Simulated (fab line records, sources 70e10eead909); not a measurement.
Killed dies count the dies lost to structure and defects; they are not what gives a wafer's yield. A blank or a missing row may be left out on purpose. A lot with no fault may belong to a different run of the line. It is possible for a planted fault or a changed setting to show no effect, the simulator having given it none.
Which of the tools did it? | flow nandHarc | 18 wafers sampled from 6 lots at 1 step of a route of 1159

WHAT THE GAUGES READ, wafer by wafer
NHARC_A_ONON_D1_THK_MEAS_05: measures by ellipsometry.
lot  | measured     | on           | thkNm (nm)
L718 | day 7 11:30  | filmMetro-01 | 1010 1010 1010
L722 | day 8 07:10  | filmMetro-01 | 1002 1004 1002
L723 | day 8 17:44  | filmMetro-01 | 1002 1000 1002
L726 | day 9 17:00  | filmMetro-01 | 999 999 999
L728 | day 10 04:20 | filmMetro-01 | 1007 1007 1007
L738 | day 12 16:01 | filmMetro-01 | 1003 1004 1004

WHICH TOOL RAN EACH LOT (tool, then ch and the chambers of the sampled wafers, then the start)
There is no process step in the record ahead of these readings.

THE ANSWER, worked out from the rows above alone
Rule: what is usual is taken from the lots themselves. The widest of any qualifying gaps counts: lots, ordered by their means at a reading, are off when they make up no more than a third of the lots, leave a main group of 4 or more, and stand apart from it by 3 or more times the standard deviation of that group's means. Not used: any main group whose means are identical at the precision the tables above print for the reading. Also off: a lot with no number at a reading for which 4 or more lots have one. Where the step has rows for the other lots, those lots are counted as sound.
None of the lots is off at any reading shown; this tells nothing.

WHAT THE SIMULATOR HAD INSERTED
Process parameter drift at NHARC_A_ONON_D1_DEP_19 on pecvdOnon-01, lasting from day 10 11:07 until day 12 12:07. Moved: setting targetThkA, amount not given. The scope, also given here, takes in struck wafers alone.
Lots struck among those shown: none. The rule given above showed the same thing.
